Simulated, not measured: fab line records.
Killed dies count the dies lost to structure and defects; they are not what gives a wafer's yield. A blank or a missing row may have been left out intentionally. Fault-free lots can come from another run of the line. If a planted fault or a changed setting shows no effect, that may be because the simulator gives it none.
Which tool was responsible? -- flow n5Finfet -- 9 lots with 27 wafers sampled at 5 steps, on a route of 1938 steps

## WHAT THE GAUGES SHOWED, per wafer
N5_BEOL_M4_RC_MEAS_101.
lot,measured,on,DIBL_N (mV/V),DIBL_P (mV/V),IOFF_N (nA/um),IOFF_P (nA/um),ION_N (uA/um),ION_P (uA/um),SS_N (mV/dec),SS_P (mV/dec),VT_N (mV),VT_P (mV)
L788,day 10 20:59,prober-02,35.1 39.1 37.9,34 39 37,0.13 0.20 0.18,0.21 0.28 0.25,659 675 673,461 466 465,70.7 72.3 71.7,72.9 73.6 73.7,250 248 248,-249 -246 -245
L795,day 13 23:03,prober-02,37.8 42.2 36.9,38 44 37,0.18 0.31 0.17,0.23 0.34 0.22,684 692 694,470 471 468,72.6 73.7 71.5,73.9 76.2 73.5,251 243 246,-250 -247 -250
L796,day 12 22:52,prober-02,34.9 36.0 34.8,34 36 33,0.12 0.14 0.12,0.15 0.19 0.15,652 668 645,444 456 439,70.7 71.9 70.9,71.9 73.5 72.9,253 251 254,-255 -255 -257
L797,day 14 01:37,prober-01,31.5 30.9 30.0,30 30 29,0.09 0.09 0.09,0.14 0.14 0.13,645 657 653,446 456 455,70.8 69.4 69.6,72.5 71.8 71.3,257 254 256,-254 -252 -255
L798,day 13 15:51,prober-01,33.8 34.2 34.2,34 34 34,0.16 0.14 0.15,0.22 0.21 0.21,667 662 684,462 460 474,71.5 71.5 71.1,73.0 72.4 73.1,248 250 248,-248 -249 -249
L800,day 13 09:17,prober-02,34.9 35.4 34.2,35 33 33,0.13 0.13 0.11,0.20 0.17 0.15,682 662 648,472 458 444,71.0 71.3 70.2,73.2 72.0 72.0,253 251 257,-250 -255 -256
L805,day 15 19:12,prober-01,34.4 35.0 35.4,36 37 37,0.14 0.14 0.15,0.16 0.19 0.19,672 678 676,458 466 465,71.9 72.0 72.3,72.9 73.1 73.5,251 254 251,-255 -256 -253
L810,day 16 04:26,prober-02,39.9 36.0 35.4,39 34 33,0.22 0.14 0.13,0.24 0.17 0.17,707 661 670,474 450 460,72.3 70.8 70.4,74.2 73.0 72.0,244 250 251,-250 -252 -248
L811,day 17 10:15,prober-01,37.5 40.1 37.4,39 42 38,0.20 0.24 0.19,0.25 0.29 0.24,683 679 681,463 461 466,72.7 72.7 72.0,73.3 74.2 73.7,246 246 247,-248 -248 -247

## WHAT TOOL EACH LOT RAN ON (gives the tool, then ch and the chambers of the sampled wafers, and finally the start)
lot,N5_HKMG_FIN_STRIP_89,N5_HKMG_FIN_STRIP_88,N5_HKMG_FIN_CMP_23,N5_GATE_CUT_ETCHBACK_30
L788,"rieDiel-01 ch 0,2, day 4 02:39","plasmaAsher-01 ch 0,1, day 4 02:50","cmp-04 ch 0,2,3, day 4 04:59","rieMetal-03 ch 0,1, day 4 05:56"
L795,"rieDiel-04 ch 0,1,2, day 5 22:37","plasmaAsher-01 ch 0,1, day 5 22:55","cmp-03 ch 2,3, day 6 00:53","rieMetal-02 ch 0,1, day 6 01:52"
L796,"rieDiel-01 ch 2,3, day 6 01:58","plasmaAsher-02 ch 0,1, day 6 02:16","cmp-01 ch 2,3, day 6 04:14","rieMetal-02 ch 0,1, day 6 05:13"
L797,"rieDiel-04 ch 0,2,3, day 6 07:44","plasmaAsher-01 ch 0, day 6 07:56","cmp-03 ch 0,1, day 6 10:09","rieMetal-03 ch 1, day 6 11:20"
L798,"rieDiel-01 ch 0,1, day 6 18:01","plasmaAsher-01 ch 0,1, day 6 18:12","cmp-04 ch 0,1,2, day 6 20:34","rieMetal-01 ch 0, day 6 21:21"
L800,"rieDiel-01 ch 0,1,3, day 7 04:45","plasmaAsher-02 ch 0,1, day 7 04:56","cmp-04 ch 0,1,2, day 7 07:13","rieMetal-03 ch 0,1, day 7 08:10"
L805,"rieDiel-03 ch 2,3, day 8 10:08","plasmaAsher-01 ch 0,1, day 8 10:27","cmp-04 ch 0,2,3, day 8 12:41","rieMetal-02 ch 1, day 8 13:47"
L810,"rieDiel-04 ch 0,1,2, day 9 16:11","plasmaAsher-02 ch 0,1, day 9 16:22","cmp-03 ch 1,2, day 9 18:28","rieMetal-03 ch 0,1, day 9 19:25"
L811,"rieDiel-03 ch 0,2,3, day 9 23:50","plasmaAsher-01 ch 0,1, day 10 00:09","cmp-01 ch 1,2,3, day 10 02:35","rieMetal-03 ch 0,1, day 10 03:19"
- N5_HKMG_FIN_STRIP_89: strips SOC in N2/H2, time 20 s.
- N5_HKMG_FIN_STRIP_88: strips in N2/H2, time 360 s.
- N5_HKMG_FIN_CMP_23: polishes, stops on SiNx, t overpolish 10 s, target thk 46.326 nm.
- N5_GATE_CUT_ETCHBACK_30: etches TiN in Cl2/Ar, target depth 3 nm.

## WHAT THE TOOLS THEMSELVES READ (means of the sampled wafers that have a number; where no wafer has one, the mark that the record gives instead)
N5_HKMG_FIN_STRIP_89.
lot,tool,drypumpMotorCurrentA (A),oesProductAu (a.u.),rfVppV (V),showerheadPlenumPTorr (Torr),throttleValvePct (%)
L788,rieDiel-01,5.73,0.85,53.2,3.31,19.1
L795,rieDiel-04,5.71,0.70,54.0,3.37,19.3
L796,rieDiel-01,5.80,0.69,54.4,3.34,19.3
L797,rieDiel-04,5.50,0.71,54.6,3.42,19.3
L798,rieDiel-01,5.67,0.87,54.8,3.36,19.0
L800,rieDiel-01,5.73,0.79,55.0,3.38,19.2
L805,rieDiel-03,5.88,0.75,54.7,3.39,18.8
L810,rieDiel-04,5.75,0.85,54.0,3.35,19.1
L811,rieDiel-03,5.73,0.74,54.6,3.32,18.8

N5_HKMG_FIN_STRIP_88.
lot,tool,drypumpMotorCurrentA (A),heaterPowerW (W)
L788,plasmaAsher-01,6.3,435
L795,plasmaAsher-01,6.3,433
L796,plasmaAsher-02,6.0,407
L797,plasmaAsher-01,6.6,426
L798,plasmaAsher-01,6.0,451
L800,plasmaAsher-02,6.2,399
L805,plasmaAsher-01,6.1,444
L810,plasmaAsher-02,6.2,407
L811,plasmaAsher-01,6.1,448

N5_HKMG_FIN_CMP_23.
lot,tool,motorCurrentA (A),overpolishRunS (s),retainingRingPressureFrac,slurryFilterDpKPa (kPa),timeToEndpointS (s)
L788,cmp-04,12.5,10.001,1.002,13.57,6.6
L795,cmp-03,13.2,9.989,1.002,13.58,11.9
L796,cmp-01,11.2,10.000,0.997,13.43,10.8
L797,cmp-03,12.9,9.993,1.000,13.61,13.7
L798,cmp-04,11.7,9.992,1.002,13.43,15.1
L800,cmp-04,12.2,9.998,0.999,13.57,12.1
L805,cmp-04,12.3,9.502,1.002,13.51,13.9
L810,cmp-03,12.7,9.996,0.997,13.47,12.4
L811,cmp-01,11.3,10.006,0.999,13.56,11.2

N5_GATE_CUT_ETCHBACK_30.
lot,tool,drypumpMotorCurrentA (A),oesProductAu (a.u.),throttleValvePct (%)
L788,rieMetal-03,5.8,0.68,20.4
L795,rieMetal-02,6.0,0.82,20.7
L796,rieMetal-02,6.0,0.82,20.8
L797,rieMetal-03,5.6,0.73,20.2
L798,rieMetal-01,6.0,0.97,20.7
L800,rieMetal-03,5.8,0.82,20.3
L805,rieMetal-02,5.7,0.90,20.7
L810,rieMetal-03,5.8,0.78,20.4
L811,rieMetal-03,5.8,0.78,20.4

## THE ANSWER, worked out from the rows above alone
Rule: usual is defined by the lots themselves. The widest of any qualifying gaps counts: lots, ordered by their means at a reading, are off when they make up no more than a third of the lots, leave a main group of 4 or more, and stand apart from it by 3 or more times the standard deviation of that group's means. A main group is skipped when, at the precision printed for the reading in the tables above, its means are all equal. A lot without any number at a reading at which 4 lots or more have one is off too. Where the step has rows for the other lots, those lots are counted as sound. First the gauges in route order, then the tools' own readings, where a lot's mean is used as printed above. The first step at which some lot is off is used, and at that step the reading that is off furthest; a lot without a number counts as furthest.
Off, at N5_HKMG_FIN_CMP_23 on overpolishRunS: L805. The main group has a mean of 9.997 s with a standard deviation of 0.0052.
A tool fits if, at that step or a process step before it, it ran every lot that is off, and no sound lot after the first of them. One fits: cmp-04 at N5_HKMG_FIN_CMP_23. A fault onset in the window from L800 (day 7 07:13, its last sound lot) to L805 (day 8 12:41, its first lot off) fits.
On the lots that are off, the tool's own readings at N5_HKMG_FIN_CMP_23 differ by more than 5 times the standard deviation of the sound lots' means, which bears it out; overpolishRunS reads 9.502 s there versus 9.997 s on the sound lots.

## WHAT THE SIMULATOR HAD INSERTED
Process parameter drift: cmp-04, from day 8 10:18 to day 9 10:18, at N5_HKMG_FIN_CMP_23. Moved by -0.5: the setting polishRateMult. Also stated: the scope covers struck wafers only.
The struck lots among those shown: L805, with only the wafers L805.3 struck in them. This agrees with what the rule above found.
